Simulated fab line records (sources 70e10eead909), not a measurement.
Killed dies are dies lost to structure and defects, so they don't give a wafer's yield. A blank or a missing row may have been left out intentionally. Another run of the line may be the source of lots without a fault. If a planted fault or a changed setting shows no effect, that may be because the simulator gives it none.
Struck lot and sound lot, side by side | flow nand harc | 15 steps out of a route of 1159
Sound: the wafers L948.1, L948.4, L948.5. Struck: wafer L958.6. (L958.5 of the same lot was not struck and is left out.) The cause comes at the end.
Per side, at each step with rows, come the tool, then ch with its chambers, and then its first start. Under that, the readings that differ: sound wafers | struck wafers | difference of the means | sigmas: that difference in standard deviations of wafers without a fault.
alike: readings with means less than 2 such deviations apart, plus words and numbers identical on both sides. not compared: withheld readings, readings lacking a value on some wafer, bounds such as >300 that could conceal the same value, and numbers that have no deviation in the record and whose values overlap.
Wherever a step has rows on one side only, a row that says differs or no value, or a row with sigmas, the two part there. Non-overlapping numbers with no deviation appear without sigmas and do not part them. Lack of a reading on every wafer of one side parts them only where that side has two or more wafers.

first, 6 steps without rows for these wafers: NHARC_P_CONTACT_COAT_06 (resist thk 90 nm); NHARC_P_CONTACT_SOFTBAKE_07 (time 55 s); NHARC_P_CONTACT_EBR_08; NHARC_P_CONTACT_EXPOSE_09 (exposes mask P CA, target cd 90 nm); NHARC_P_CONTACT_PEB_10 (peb time 65 s); NHARC_P_CONTACT_DEVELOP_11 (develop time 35 s).
NHARC_P_CONTACT_CD_MEAS_12: target cd 90 nm.
  sound on cd sem-02 ch 0, day 6 07:29; struck on cd sem-02 ch 0, day 8 17:25
  alike: cd nm
NHARC_P_CONTACT_OVL_MEAS_13:
  struck on overlay-02, day 8 17:30; sound on overlay-01, day 6 07:35
  alike: overlay x nm, overlay y nm
NHARC_P_CONTACT_INSPECT_14:
  struck on defect inspect-01, day 8 17:32; sound on defect inspect-01, day 6 07:37
  alike: raw defect count
NHARC_P_CONTACT_DESCUM_17: chemistry O2, time 3 s.
  sound on rie diel-09 ch 0,1,2, day 6 07:40; struck on rie diel-09 ch 3, day 8 17:38
  reading               | sound             | struck | difference | sigmas
  oes product au (a.u.) | 1.009 1.001 1.005 | 0.961  | -0.044     | -3
  alike: drypump motor current A, rf vpp V, showerhead plenum p Torr, throttle valve pct
  not compared: rf hours counter h
NHARC_P_CONTACT_ETCH_35: etches the open film in CF4, target depth 39 nm, time 65 s.
  sound on rie diel-09 ch 0,1, day 6 07:46; struck on rie diel-09 ch 3, day 8 17:43
  reading               | sound             | struck | difference | sigmas
  oes product au (a.u.) | 1.012 1.006 1.015 | 0.961  | -0.050     | -3
  alike: drypump motor current A, rf vpp V, run length s, showerhead plenum p Torr, throttle valve pct
  not compared: rf hours counter h
NHARC_P_CONTACT_ETCH_36: etches the open film in N2/H2, target depth 260 nm, time 406.25 s.
  sound on rie diel-09 ch 0,1,2; struck on rie diel-09 ch 3
  reading               | sound             | struck | difference | sigmas
  oes product au (a.u.) | 1.017 1.013 1.002 | 0.966  | -0.045     | -3
  alike: drypump motor current A, rf vpp V, run length s, showerhead plenum p Torr, throttle valve pct
  not compared: rf hours counter h
NHARC_P_CONTACT_ETCH_18: etches the open film in C4F8/O2/Ar, target depth 481 nm, time 240.5 s.
  sound on rie diel-09 ch 0,1,3, day 6 08:10; struck on rie diel-09 ch 1, day 8 18:09
  reading          | sound             | struck | difference | sigmas
  run length s (s) | 261.7 261.7 262.2 | 206.8  | -55.1      | -99 or more
  alike: oes product au, rf vpp V
  not compared: rf hours counter h
then, 1 step without rows for these wafers: NHARC_P_CONTACT_STRIP_37 (strips in C4F8/O2/Ar).
-- jump in the record: it breaks off in module P_CONTACT and resumes in module END (first step shown: number 1159 of the route), and 14 days separate the struck wafers' starts before and after --
NHARC_END_SORT_01:
  at this point the record logs the struck wafers (prober-02 ch 0, day 22 06:50) and has no rows for the sound ones

## WHERE THEY PART
At NHARC_P_CONTACT_DESCUM_17 first; at NHARC_END_SORT_01 last (within this record only).

WHY: what had been put in by the simulator
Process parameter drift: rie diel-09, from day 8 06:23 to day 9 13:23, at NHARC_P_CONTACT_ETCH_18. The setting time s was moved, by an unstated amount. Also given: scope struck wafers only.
